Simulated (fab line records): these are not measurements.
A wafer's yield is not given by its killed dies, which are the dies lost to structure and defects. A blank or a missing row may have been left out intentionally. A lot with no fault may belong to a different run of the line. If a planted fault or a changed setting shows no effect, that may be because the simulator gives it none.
Which of the tools did it? + flow n5-finfet + 10 lots with 28 wafers sampled at 4 steps, on a route of 1938 steps

== WHAT THE GAUGES SHOWED, per wafer ==
N5_BEOL_M13_OVL_MEAS_11.
| lot  | measured     | on         | V12_OVL (nm) |
|------|--------------|------------|--------------|
| L248 | day 12 13:41 | overlay-01 | 8 -1 5       |
| L249 | day 12 14:37 | overlay-02 | -5 3 0       |
| L250 | day 12 18:03 | overlay-02 | 8 10 10      |
| L259 | day 14 16:16 | overlay-01 | 4 5 7        |
| L261 | day 15 16:28 | overlay-01 | -2 -3 -2     |
| L266 | day 16 12:32 | overlay-01 | -1 -2 -1     |
| L268 | day 16 12:52 | overlay-01 | 1 1          |
| L267 | day 16 16:13 | overlay-02 | 2 0          |
| L269 | day 17 06:40 | overlay-01 | 5 7 1        |
| L270 | day 17 13:55 | overlay-02 | 1 6 -2       |

== TOOL THAT RAN EACH LOT (tool first, then ch and the chambers of the sampled wafers, then the start) ==
| lot  | N5_BEOL_M12_SPUTTER_44       | N5_BEOL_M12_ANNEAL_48            | N5_BEOL_M13_EXPOSE_07             |
|------|------------------------------|----------------------------------|-----------------------------------|
| L248 | pvd-sputter-03, day 12 11:49 | rtp-anneal-02 ch 0, day 12 12:22 | krf-scanner-01 ch 0, day 12 13:29 |
| L249 | pvd-sputter-01, day 12 12:43 | rtp-anneal-02 ch 0, day 12 13:11 | krf-scanner-02 ch 0, day 12 14:26 |
| L250 | pvd-sputter-01, day 12 15:29 | rtp-anneal-02 ch 0, day 12 16:40 | krf-scanner-01 ch 0, day 12 17:51 |
| L259 | pvd-sputter-03, day 14 14:29 | rtp-anneal-01 ch 0, day 14 15:02 | krf-scanner-01 ch 0, day 14 16:04 |
| L261 | pvd-sputter-01, day 15 14:40 | rtp-anneal-01 ch 0, day 15 15:05 | krf-scanner-01 ch 0, day 15 16:16 |
| L266 | pvd-sputter-02, day 16 10:47 | rtp-anneal-02 ch 0, day 16 11:10 | krf-scanner-02 ch 0, day 16 12:20 |
| L268 | pvd-sputter-03, day 16 11:15 | rtp-anneal-02 ch 0, day 16 11:38 | krf-scanner-02 ch 0, day 16 12:40 |
| L267 | pvd-sputter-01, day 16 14:35 | rtp-anneal-01 ch 0, day 16 14:59 | krf-scanner-02 ch 0, day 16 16:01 |
| L269 | pvd-sputter-02, day 17 04:58 | rtp-anneal-01 ch 0, day 17 05:28 | krf-scanner-02 ch 0, day 17 06:29 |
| L270 | pvd-sputter-01, day 17 12:12 | rtp-anneal-01 ch 0, day 17 12:39 | krf-scanner-02 ch 0, day 17 13:43 |
- N5_BEOL_M12_SPUTTER_44: material Ta, target thk 10 nm, time 16.13 s.
- N5_BEOL_M12_ANNEAL_48: time 90 s.
- N5_BEOL_M13_EXPOSE_07: exposes mask V12.

== THE ANSWER, worked out from the rows above alone ==
Rule: the usual values come from the lots themselves. The widest of any qualifying gaps counts: lots, ordered by their means at a reading, are off when they make up no more than a third of the lots, leave a main group of 4 or more, and stand apart from it by 3 or more times the standard deviation of that group's means. The tables above print the reading to a certain number of digits; a main group whose means all agree to those digits is not used. A lot without any number at a reading at which 4 lots or more have one is off too. Any other lot the step has rows for is counted as sound.
None of the lots is off at any reading shown; this tells nothing.

== WHAT THE SIMULATOR PUT IN ==
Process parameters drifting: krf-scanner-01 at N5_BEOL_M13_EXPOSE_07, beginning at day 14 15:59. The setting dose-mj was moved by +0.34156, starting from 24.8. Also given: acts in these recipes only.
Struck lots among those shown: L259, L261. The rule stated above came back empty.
